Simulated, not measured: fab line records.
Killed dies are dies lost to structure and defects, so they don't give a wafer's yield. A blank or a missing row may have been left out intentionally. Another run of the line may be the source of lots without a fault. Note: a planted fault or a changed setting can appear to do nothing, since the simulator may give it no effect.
fab line records	flow n5-finfet
[record] lots = 5	wafers = 15	last-day = 18
route steps=1938 shown BEOL_M5@1118 PASSIVATION@1936
lots untouched by any fault: they come from a run of this same line in which no faults occurred
start-h: the number of hours between the record's first day and the start of the first shown wafer of the lot	wait-h: how many hours have passed since the lot's step before this one	" identical to the entry in the row above	L1.1+2: one row covering several wafers at once	- no value, or no start given	* or withheld: withheld	< > ~ a bound
route shown NAME@n: NAME is a module with steps in the file, n the number in the route of the first one	usual: mean/standard deviation taken from wafers without a fault	same: alike in all rows	chamber/n: place in a boat	sites: each site's reading	_std_site: the standard deviation of these	_edge_site: outer sites' mean less inner sites'	radius-mm: for every site, how far away it sits from the centre of the wafer	mask NAME#n: copy n	behind: tool/chamber where the wafer was last shaped	hold: reason for holding the lot/hours on hold/outcome of the hold	device: names the non-switching transistor (n, p or np)	end of line: the route-end tests of the same wafers	a step with no rows: only its recipe	killed: count of dies lost to structure and defects at first sort (not the wafer's yield)	map: shows each die of a wafer: x if killed, . if not, _ if none is there
set.NAME: the run value of the setting; set.NAME@STEP: its run value at that earlier step	model.NAME: the simulator's own value behind a step, which no gauge read
lots at selected steps of the route; one table per step, one row per wafer
services: the hour from which a tool's chamber was out of use, counted from the record's first day as start-h (under 0 if before that day), plus the number of hours and why
[[steps]]
[step N5_BEOL_M5_COAT_60]
[recipe] resist = SiARC	temp-c = 220	time-s = 60	spin-rpm = 1500	resist-thk-nm = 12
[step N5_BEOL_M5_COAT_71]
[recipe] resist = underlayer	temp-c = 205	time-s = 60	spin-rpm = 1500	resist-thk-nm = 5
[step N5_BEOL_M5_COAT_05]
[recipe] resist = CAR-EUV	spin-rpm = 1500	resist-thk-nm = 30
[step N5_BEOL_M5_EBR_07]
[recipe] solvent = PGMEA	ebr-width-mm = 1.5
[step N5_BEOL_M5_SOFTBAKE_06]
[recipe] temp-c = 110	time-s = 60	resist = CAR-EUV
[step N5_BEOL_M5_EXPOSE_08]
[recipe] mask-id = M5	na = 0.33	source-shape = annular	sigma-inner = 0.4	sigma-outer = 0.8	polarization = unpolarized	target-cd-nm = 28	dose-mj = 35.75
[step N5_BEOL_M5_PEB_09]
[recipe] peb-temp-c = 100	peb-time-s = 60	resist = CAR-EUV
[step N5_BEOL_M5_DEVELOP_10]
[recipe] develop-time-s = 30	developer = TMAH	resist = CAR-EUV	rinse-liquid = surfactant-rinse	dry = air-spin	dev-temp-c = 23
[step N5_BEOL_M5_CD_MEAS_11]
[recipe] target-cd-nm = 27.74	landing-energy-ev = 500	detector = se-inlens
[usual] cd-nm = 27.93/0.28
[same] landing-energy-ev = 500
lot.wafer	tool	chamber	start-h	wait-h	cd-nm
L817.2	cd-sem-01	0	186.77	-	28.25
L817.3	"	0	"	"	27.70
L817.5	"	0	"	"	27.92
L825.2	cd-sem-03	0	241.82	-	28.08
L825.4	"	0	"	"	28.41
L825.6	"	0	"	"	28.28
L826.4	cd-sem-03	0	255.59	-	28.17
L826.5	"	0	"	"	27.94
L826.6	"	0	"	"	28.00
L832.1	cd-sem-03	0	283.28	-	27.61
L832.5	"	0	"	"	27.72
L832.6	"	0	"	"	27.41
L837.2	cd-sem-02	0	314.33	-	27.51
L837.3	"	0	"	"	27.98
L837.6	"	0	"	"	27.85
[step N5_BEOL_M5_OVL_MEAS_12]
[recipe] points-per-wafer = 522
[usual] M5_OVL = -0.7/0.73
lot.wafer	tool	chamber	start-h	wait-h	M5_OVL[nm]
L817.2	overlay-01	0	186.81	0.0	-0.8
L817.3	"	0	"	"	-1.0
L817.5	"	0	"	"	-0.5
L825.2	overlay-01	0	241.85	0.0	-1.4
L825.4	"	0	"	"	-1.5
L825.6	"	0	"	"	-0.3
L826.4	overlay-01	0	255.64	0.0	-0.7
L826.5	"	0	"	"	-0.3
L826.6	"	0	"	"	-0.7
L832.1	overlay-02	0	283.31	0.0	-0.5
L832.5	"	0	"	"	-1.1
L832.6	"	0	"	"	-0.4
L837.2	overlay-02	0	314.36	0.0	1.3
L837.3	"	0	"	"	0.4
L837.6	"	0	"	"	0.0
[step N5_BEOL_M5_INSPECT_13]
[recipe] mode = adi	inspect-instrument = brightfield
[usual] raw-defect-count = 416/86
lot.wafer	tool	chamber	start-h	wait-h	raw-defect-count
L817.2	defect-inspect-01	-	186.86	0.0	581
L817.3	"	-	"	"	485
L817.5	"	-	"	"	535
L825.2	defect-inspect-01	-	241.90	0.0	312
L825.4	"	-	"	"	294
L825.6	"	-	"	"	518
L826.4	defect-inspect-02	-	255.68	0.0	386
L826.5	"	-	"	"	613
L826.6	"	-	"	"	480
L832.1	defect-inspect-02	-	283.37	0.1	428
L832.5	"	-	"	"	418
L832.6	"	-	"	"	425
L837.2	defect-inspect-02	-	314.42	0.0	289
L837.3	"	-	"	"	503
L837.6	"	-	"	"	334
[step N5_BEOL_M5_DESCUM_16]
[recipe] chemistry = O2	time-s = 7	source-power-w = 50	bias-power-w = 20	pressure-mtorr = 20	rf-frequency-hz = 2.712e+07	temp-c = 40	resist = CAR-EUV	o2-flow-sccm = 225
[usual] drypump-motor-current-A = 5.8/0.44	oes-product-au = 0.80/0.089	rf-fwd-power-W = 49.39/0.26	rf-vpp-V = 242.4/0.95	showerhead-plenum-p-Torr = 2.05/0.054	throttle-valve-pct = 20.51/0.25
lot.wafer	tool	chamber	start-h	wait-h	drypump-motor-current-A	oes-product-au	rf-fwd-power-W	rf-hours-counter-h	rf-vpp-V	showerhead-plenum-p-Torr	throttle-valve-pct
L817.2	rie-diel-06	0	186.89	0.0	6.2	0.87	49.55	50	241.7	2.03	20.10
L817.3	"	2	"	"	5.8	0.73	48.86	182	244.2	2.10	20.81
L817.5	"	2	"	"	5.8	0.73	49.02	-	243.1	2.10	20.82
L825.2	rie-diel-01	3	241.95	0.0	6.7	0.72	49.75	174	242.9	2.09	20.51
L825.4	"	1	"	"	5.9	0.84	48.91	84	241.5	2.01	20.11
L825.6	"	3	"	"	6.7	0.73	49.53	-	242.6	2.09	20.51
L826.4	rie-diel-06	1	256.06	0.4	5.3	0.70	49.27	229	241.0	1.96	20.17
L826.5	"	0	"	"	6.2	0.83	49.30	-	241.9	2.03	20.13
L826.6	"	1	"	"	5.3	0.69	49.10	-	242.5	1.96	20.17
L832.1	rie-diel-03	1	287.10	3.7	5.6	0.94	49.67	4	242.6	2.04	20.54
L832.5	"	0	"	"	6.0	0.87	49.31	-	243.6	2.15	20.69
L832.6	"	1	"	"	5.7	0.94	49.40	-	242.9	2.04	20.54
L837.2	rie-diel-03	3	314.45	0.0	5.0	0.69	49.79	243	241.8	1.96	20.47
L837.3	"	1	"	"	5.6	0.91	49.73	14	242.6	2.03	20.55
L837.6	"	1	"	"	5.7	0.91	49.68	-	241.2	2.03	20.55
[step N5_BEOL_M5_ETCH_72]
[recipe] chemistry = N2/H2	target = underlayer	target-depth-a = 65	mask-material = CAR-EUV	time-s = 5.2	ion-energy-ev = 200	pressure-mtorr = 30	source-w = 840	bias-w = 150	n2-flow-sccm = 200	h2-flow-sccm = 200	ends = cleared
[usual] bias-w = 150.0/0.5	drypump-motor-current-A = 5.8/0.44	etch-rf-on-time-s = 5.18/0.11	oes-product-au = 0.69/0.076	rf-fwd-power-W = 819.8/2.6	rf-vpp-V = 522.4/2	showerhead-plenum-p-Torr = 2.49/0.051	throttle-valve-pct = 17.93/0.22
lot.wafer	tool	chamber	start-h	wait-h	bias-w	drypump-motor-current-A	etch-rf-on-time-s	oes-product-au	rf-fwd-power-W	rf-hours-counter-h	rf-vpp-V	showerhead-plenum-p-Torr	throttle-valve-pct
L817.2	rie-diel-06	0	186.93	0.0	150.2	6.2	5.25	0.74	821.4	50	518.3	2.48	17.60
L817.3	"	2	"	"	149.4	5.8	5.10	0.62	823.0	182	524.1	2.52	18.00
L817.5	"	2	"	"	149.0	5.8	5.05	0.63	824.8	-	525.8	2.52	18.00
L825.2	rie-diel-01	3	241.99	0.0	149.6	6.6	4.96	0.63	819.6	174	525.9	2.54	17.93
L825.4	"	1	"	"	150.4	5.8	5.12	0.72	820.7	84	521.1	2.45	17.56
L825.6	"	3	"	"	149.9	6.7	4.97	0.63	817.5	-	521.7	2.54	17.92
L826.4	rie-diel-06	1	256.10	0.0	144.3	5.3	5.43	0.58	819.1	229	506.8	2.42	17.96
L826.5	"	0	"	"	149.6	6.2	5.24	0.71	821.8	-	521.1	2.47	17.63
L826.6	"	1	"	"	144.3	5.3	5.41	0.59	820.3	-	505.0	2.42	17.96
L832.1	rie-diel-03	1	287.13	0.0	150.4	5.7	5.20	0.82	816.1	4	523.8	2.50	18.03
L832.5	"	0	"	"	149.5	6.0	5.25	0.72	820.9	-	526.6	2.58	17.99
L832.6	"	1	"	"	150.4	5.6	5.20	0.80	818.8	-	522.7	2.50	18.04
L837.2	rie-diel-03	3	314.48	0.0	149.5	5.0	5.25	0.58	821.4	243	520.4	2.40	18.03
L837.3	"	1	"	"	150.3	5.6	5.15	0.79	821.2	14	524.8	2.50	18.07
L837.6	"	1	"	"	150.6	5.7	5.18	0.78	819.7	-	520.6	2.50	18.06
[step N5_BEOL_M5_ETCH_61]
[recipe] chemistry = CF4	target = SiARC	target-depth-a = 156	mask-material = CAR-EUV	time-s = 26	ion-energy-ev = 80	pressure-mtorr = 40	source-w = 545	bias-w = 36	Ar_flow_sccm = 100	cf4-flow-sccm = 100	ends = cleared
[usual] bias-w = 36.01/0.1	drypump-motor-current-A = 5.8/0.44	etch-rf-on-time-s = 25.9/0.59	oes-product-au = 0.69/0.076	rf-fwd-power-W = 532.8/2.1	rf-vpp-V = 183.6/1	showerhead-plenum-p-Torr = 2.09/0.035	throttle-valve-pct = 15.66/0.24
lot.wafer	tool	chamber	start-h	wait-h	bias-w	drypump-motor-current-A	etch-rf-on-time-s	oes-product-au	rf-fwd-power-W	rf-hours-counter-h	rf-vpp-V	showerhead-plenum-p-Torr	throttle-valve-pct
L817.2	rie-diel-06	0	186.94	0.0	35.72	6.2	26.2	0.74	530.2	50	182.8	2.09	15.29
L817.3	"	2	"	"	36.12	5.8	25.2	0.64	530.9	182	184.0	2.14	15.90
L817.5	"	2	"	"	36.23	5.8	25.3	0.64	533.8	-	182.1	2.14	15.87
L825.2	rie-diel-01	3	242.00	0.0	35.89	6.7	25.2	0.63	534.4	174	184.7	2.13	15.62
L825.4	"	1	"	"	35.87	5.8	25.5	0.73	531.1	84	183.6	2.07	15.40
L825.6	"	3	"	"	35.96	6.7	25.1	0.63	533.3	-	185.5	2.13	15.61
L826.4	rie-diel-06	1	256.11	0.0	36.08	5.3	26.6	0.60	531.3	229	183.3	2.05	15.65
L826.5	"	0	"	"	36.12	6.2	26.9	0.70	532.1	-	184.5	2.08	15.36
L826.6	"	1	"	"	35.94	5.3	26.6	0.59	531.9	-	182.0	2.05	15.63
L832.1	rie-diel-03	1	287.15	0.0	35.93	5.7	26.2	0.80	533.0	4	182.6	2.10	15.68
L832.5	"	0	"	"	36.23	5.9	26.7	0.72	530.3	-	183.7	2.15	15.53
L832.6	"	1	"	"	35.94	5.7	26.3	0.80	534.7	-	182.5	2.10	15.69
L837.2	rie-diel-03	3	314.50	0.0	35.96	5.0	26.4	0.58	536.3	243	182.3	2.03	15.88
L837.3	"	1	"	"	36.00	5.7	26.3	0.78	532.3	14	183.4	2.09	15.70
L837.6	"	1	"	"	36.09	5.7	26.3	0.77	537.7	-	184.5	2.09	15.71
[step N5_PASSIVATION_PROBE_49]
[usual] defect-limited-yield = 91.0/1.5	killed_at_M0_to_M3 = 34/9.1	killed_at_M4_up = 14/5.7	killed-at-contacts = 13/5.7	killed-at-front-end = 42/12	killed-at-other = 4/3.4	killed-dies = 106/17	killed-on-rim = 14/4.3	killed-open = 70/13	killed-short = 34/7.5	sort_bin_5_function = 5.2/0.94	sort_bin_6_memory = 3.4/0.69	sort-n-pass = 1074/17	sort-yield-pct = 91.0/1.5
[same] gross-dies = 1180	killed-at-back-side = 0	sort_bin_4_leakage[%] = 0	sort_bin_8_speed[%] = 0
lot.wafer	tool	chamber	start-h	wait-h	defect-limited-yield[%]	killed_at_M0_to_M3	killed_at_M4_up	killed-at-contacts	killed-at-front-end	killed-at-other	killed-dies	killed-on-rim	killed-open	killed-short	sort_bin_5_function[%]	sort_bin_6_memory[%]	sort-n-pass	sort-yield-pct[%]
L817.2	prober-01	-	294.15	0.1	90.4	38	5	19	48	3	113	14	73	40	5.3	4.0	1067	90.4
L817.3	prober-01	-	294.20	0.1	90.8	38	17	13	32	9	109	22	76	32	4.9	4.2	1071	90.8
L817.5	prober-01	-	294.30	0.2	89.1	26	18	34	48	3	129	17	99	30	6.4	4.2	1051	89.1
L825.2	prober-01	-	333.86	0.1	93.1	24	7	12	33	6	82	12	50	31	3.8	3.0	1098	93.1
L825.4	prober-01	-	333.96	0.2	92.0	30	10	17	35	2	94	12	59	34	4.0	3.4	1086	92.0
L825.6	prober-01	-	334.06	0.3	91.4	30	6	19	35	11	101	17	61	39	4.6	3.6	1079	91.4
L826.4	prober-01	-	351.71	0.2	90.5	32	16	16	47	1	112	15	77	34	5.3	3.9	1068	90.5
L826.5	prober-01	-	351.76	0.2	92.9	20	15	10	38	1	84	11	57	26	4.1	2.8	1096	92.9
L826.6	prober-01	-	351.81	0.3	91.9	31	15	11	37	2	96	16	69	26	4.8	3.3	1084	91.9
L832.5	prober-01	-	381.07	0.2	89.7	32	25	23	37	4	121	15	88	32	5.5	4.2	1059	89.7
L832.6	prober-01	-	381.12	0.3	91.5	42	10	26	16	6	100	9	72	27	4.9	3.3	1080	91.5
L837.2	prober-01	-	421.86	0.1	91.8	34	13	14	33	3	97	17	72	23	5.1	2.9	1083	91.8
L837.3	prober-01	-	421.91	0.1	90.3	30	15	18	51	1	115	16	73	36	5.4	3.8	1065	90.3
L837.6	prober-01	-	422.06	0.3	92.2	35	15	15	27	0	92	18	65	21	4.8	2.6	1088	92.2
// killed by level:class
L817.2 MOL_CONTACT_COAG:geometric-particle:open=14 BEOL_M2:geometric-particle:open=13 FIN_SAQP:geometric-particle:open=8 DUMMY_GATE:geometric-particle:open=8 FIN_SAQP:geometric-particle:short=7 STI_FIN_REVEAL:geometric-particle:open=7 BEOL_M0:geometric-particle:open=7 STI_FIN_REVEAL:geometric-particle:short=6
L817.3 MOL_CONTACT_COAG:geometric-particle:open=12 BEOL_M4:geometric-particle:open=9 BEOL_M0_SAQP:geometric-particle:short=8 BEOL_M3:geometric-particle:open=8 DUMMY_GATE:geometric-particle:open=7 BEOL_M0_SAQP:geometric-particle:open=6 BEOL_M2:geometric-particle:open=6 FIN_SAQP:geometric-particle:open=5
L817.5 MOL_CONTACT_COAG:geometric-particle:open=28 STI_FIN_REVEAL:geometric-particle:open=18 FIN_SAQP:geometric-particle:open=11 BEOL_M4:geometric-particle:open=9 FIN_SAQP:geometric-particle:short=8 BEOL_M2:geometric-particle:open=7 MOL_CONTACT_COAG:geometric-particle:short=6 BEOL_M0_SAQP:geometric-particle:open=5
L825.2 FIN_SAQP:geometric-particle:open=10 FIN_SAQP:geometric-particle:short=10 MOL_CONTACT_COAG:geometric-particle:open=10 BEOL_M1:geometric-particle:open=8 BEOL_M0_SAQP:geometric-particle:open=6 BEOL_M0_SAQP:geometric-particle:short=6 GATE_CUT:geometric-particle:short=4 BEOL_M4:geometric-particle:open=3
L825.4 MOL_CONTACT_COAG:geometric-particle:open=14 FIN_SAQP:geometric-particle:open=10 BEOL_M0_SAQP:geometric-particle:short=10 BEOL_M0_SAQP:geometric-particle:open=8 FIN_SAQP:geometric-particle:short=5 BEOL_M3:geometric-particle:open=4 STI_FIN_REVEAL:geometric-particle:open=3 DUMMY_GATE:geometric-particle:open=3
L825.6 MOL_CONTACT_COAG:geometric-particle:open=14 BEOL_M0_SAQP:geometric-particle:open=13 FIN_SAQP:geometric-particle:open=10 BEOL_M0_SAQP:geometric-particle:short=10 FIN_SAQP:geometric-particle:short=8 MOL_CONTACT_COAG:geometric-particle:short=5 DUMMY_GATE:geometric-particle:open=5 MIM_TOP_ETCH:geometric-particle:short=4
L826.4 MOL_CONTACT_COAG:geometric-particle:open=14 BEOL_M0_SAQP:geometric-particle:open=12 STI_FIN_REVEAL:geometric-particle:open=11 FIN_SAQP:geometric-particle:open=7 BEOL_M0_SAQP:geometric-particle:short=7 FIN_SAQP:geometric-particle:short=6 GATE_CUT:geometric-particle:short=5 GATE_CUT:geometric-particle:open=5
L826.5 STI_FIN_REVEAL:geometric-particle:open=9 GATE_CUT:geometric-particle:short=9 MOL_CONTACT_COAG:geometric-particle:open=9 BEOL_M3:geometric-particle:open=7 BEOL_M4:geometric-particle:open=6 BEOL_M2:geometric-particle:open=5 FIN_SAQP:geometric-particle:short=4 DUMMY_GATE:geometric-particle:open=4
L826.6 MOL_CONTACT_COAG:geometric-particle:open=9 STI_FIN_REVEAL:geometric-particle:open=8 GATE_CUT:geometric-particle:short=7 BEOL_M0_SAQP:geometric-particle:short=7 BEOL_M0_SAQP:geometric-particle:open=7 GATE_CUT:geometric-particle:open=6 BEOL_M2:geometric-particle:open=5 BEOL_M3:geometric-particle:open=5
L832.5 MOL_CONTACT_COAG:geometric-particle:open=18 BEOL_M4:geometric-particle:open=13 FIN_SAQP:geometric-particle:open=11 BEOL_M1:geometric-particle:open=11 BEOL_M3:geometric-particle:open=6 MOL_CONTACT_COAG:geometric-particle:short=5 BEOL_M0_SAQP:geometric-particle:short=5 BEOL_M0_SAQP:geometric-particle:open=5
L832.6 MOL_CONTACT_COAG:geometric-particle:open=22 BEOL_M1:geometric-particle:open=11 BEOL_M3:geometric-particle:open=8 BEOL_M1:geometric-particle:short=7 ILD0:geometric-particle:open=5 BEOL_M2:geometric-particle:open=5 MOL_CONTACT_COAG:geometric-particle:short=4 BEOL_M0_SAQP:geometric-particle:open=4
L837.2 BEOL_M2:geometric-particle:open=13 FIN_SAQP:geometric-particle:open=10 MOL_CONTACT_COAG:geometric-particle:open=10 FIN_SAQP:geometric-particle:short=7 BEOL_M1:geometric-particle:open=7 BEOL_M0_SAQP:geometric-particle:open=5 STI_FIN_REVEAL:geometric-particle:open=4 MOL_CONTACT_COAG:geometric-particle:short=4
L837.3 MOL_CONTACT_COAG:geometric-particle:open=16 BEOL_M2:geometric-particle:open=10 ILD0:geometric-particle:open=9 BEOL_M0_SAQP:geometric-particle:short=8 STI_FIN_REVEAL:geometric-particle:open=7 STI_FIN_REVEAL:geometric-particle:short=6 BEOL_M4:geometric-particle:open=6 BEOL_M0_SAQP:geometric-particle:open=5
L837.6 MOL_CONTACT_COAG:geometric-particle:open=12 BEOL_M3:geometric-particle:open=11 BEOL_M4:geometric-particle:open=9 BEOL_M2:geometric-particle:open=7 BEOL_M0_SAQP:geometric-particle:short=5 BEOL_M1:geometric-particle:open=5 FIN_SAQP:geometric-particle:open=4 HKMG_FIN:area-etch=4
[[services]]
tool	chamber	start-h	hours	kind
rie-diel-03	3	167.69	6.6	repair
rie-diel-06	-	193.26	2.8	pm
rie-diel-06	1	217.57	10.0	repair
rie-diel-03	3	222.21	10.9	repair
rie-diel-03	1	238.81	-	clean
rie-diel-03	1	238.81	-	consumable-replace:focus-ring
rie-diel-03	1	238.81	25.4	scheduled-down
rie-diel-03	1	238.81	25.4	vent-cycle
rie-diel-03	-	252.59	14.6	pm
rie-diel-03	2	270.09	9.5	repair
rie-diel-06	-	278.78	15.6	pm
[[key]]
[first-sign] step = N5_BEOL_M5_ETCH_72	reading = bias-w	direction = down	sigmas = 11	usual = *	struck = *
[effect] step = N5_BEOL_M5_ETCH_72	reading = rf-vpp-V	direction = down	sigmas = 8.5	usual = 522.4	struck = 505.9
met-at N5_BEOL_M5_ETCH_72
struck-wafers L826.4,L826.6
[fault] kind = process-parameter-drift	tool = rie-diel-06	chamber = 1	onset-h = 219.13	steps = N5_BEOL_M5_ETCH_72	channel = bias-w	offset = *	shape = step	acts-in = *	stated = *
